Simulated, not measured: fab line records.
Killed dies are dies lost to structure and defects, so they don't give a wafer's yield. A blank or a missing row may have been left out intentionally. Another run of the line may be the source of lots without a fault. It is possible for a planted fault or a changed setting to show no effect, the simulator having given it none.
Split-lot study ; flow n5_finfet ; on a route of 1938 steps: 7 lots, 21 wafers read

## THE SPLIT ITSELF
At N5_BEOL_M15_EXPOSE_25 (exposes mask M15, target cd 400 nm), the setting dose_mj was moved away from the recipe's 35.5 on 7 of the 21 wafers read, by -6.9% to +3.1%. For the rest of the wafers, this setting stayed at what the recipe calls for.

## FROM THE SPLIT TO THE READING: what the file shows between them, 3 steps
- N5_BEOL_M15_PEB_26: peb time 90 s
- N5_BEOL_M15_DEVELOP_27: develop time 45 s
- N5_BEOL_M15_HARDBAKE_32: time 120 s

## THE READING
Shown in nm: cd_nm at N5_BEOL_M15_CD_MEAS_28, with target cd 407.6 nm. Typical for fault-free wafers on this fab line: 409.5 nm, with standard deviation 1.6 nm.

wafer;tool, chamber at the split;dose_mj as run;against the recipe;cd_nm, nm;against lot-mates on the recipe
L074.1;krf_scanner-02, 0;35.5;recipe;407.9;-
L074.2;krf_scanner-02, 0;35.5;recipe;410.2;-
L074.6;krf_scanner-02, 0;35.5;recipe;409.6;-
L076.1;krf_scanner-01, 0;36.59;+3.1%;415.5;+5.9
L076.3;krf_scanner-01, 0;36.59;+3.1%;415.5;+5.9
L076.6;krf_scanner-01, 0;35.5;recipe;409.6;-
L078.3;krf_scanner-02, 0;35.5;recipe;410.0;-
L078.4;krf_scanner-02, 0;35.5;recipe;410.6;-
L078.6;krf_scanner-02, 0;35.5;recipe;410.5;-
L081.1;krf_scanner-02, 0;35.5;recipe;411.3;-
L081.2;krf_scanner-02, 0;35.5;recipe;410.0;-
L081.6;krf_scanner-02, 0;35.5;recipe;410.9;-
L080.1;krf_scanner-01, 0;35.5;recipe;409.1;-
L080.3;krf_scanner-01, 0;35.5;recipe;409.1;-
L080.5;krf_scanner-01, 0;33.05;-6.9%;398.8;-10.3
L088.2;krf_scanner-02, 0;33.04;-6.9%;400.5;-11.6
L088.3;krf_scanner-02, 0;33.04;-6.9%;400.7;-11.4
L088.5;krf_scanner-02, 0;35.5;recipe;412.1;-
L097.2;krf_scanner-02, 0;33.37;-6.0%;399.0;-10.6
L097.3;krf_scanner-02, 0;35.5;recipe;409.6;-
L097.5;krf_scanner-02, 0;33.37;-6.0%;399.8;-9.8

FIT RESULTS
A straight line over all 21 wafers: cd_nm changes by +1.58 nm for each +1% of dose_mj; r = +0.98; the points scatter about the line by 1.1 nm.
The same after taking each lot's own level away (the mean of its wafers on the recipe; 21 wafers): +1.67 nm for each +1%; r = +0.99; scatter 0.6 nm.
That fit puts the effect of the largest move of dose_mj on the reading at 12 nm.
Measured against the standard deviation above, the lots' own levels, which go from 409.10 to 412.10 nm, span 1.9 times it.
Consequently the slope shifts little with the lot-to-lot level, the two slopes agreeing.
Check: for one of the wafers moved furthest among these (-6.9%), held out of the fit, the line's prediction against its lot-mates is -11.4 nm. Against them it came out at -11.6 nm.

## FURTHER SPLITS ON THESE WAFERS
These wafers also went through other splits before the reading. Each is held against what the fit with the lots' levels taken away leaves over:
other split on the same wafers;wafers away from the commonest value;r with cd_nm (lot level and that fit taken away)
N5_BEOL_M13_PEB_26 peb_time_s;8;+0.07
N5_BEOL_M14_ETCH_68 time_s;9;+0.14

## THE WHOLE CHAIN: every reading that the file lists as answering this split, in the file's order
step;what it does;reading;change (the file's fit);r (the file's)
N5_BEOL_M15_CD_MEAS_28;target cd 407.6 nm;cd_nm;+1.63 nm for each +1% of the setting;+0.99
N5_BEOL_M15_DESCUM_33;chemistry O2, time 7.9 s;BEOL_M15.cd_nm (the simulator's own value, which no gauge read);+1.62 nm for each +1% of the setting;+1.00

## FILE'S OWN FIT
cd_nm changes by +1.63 nm for each +1% of dose_mj, r = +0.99.
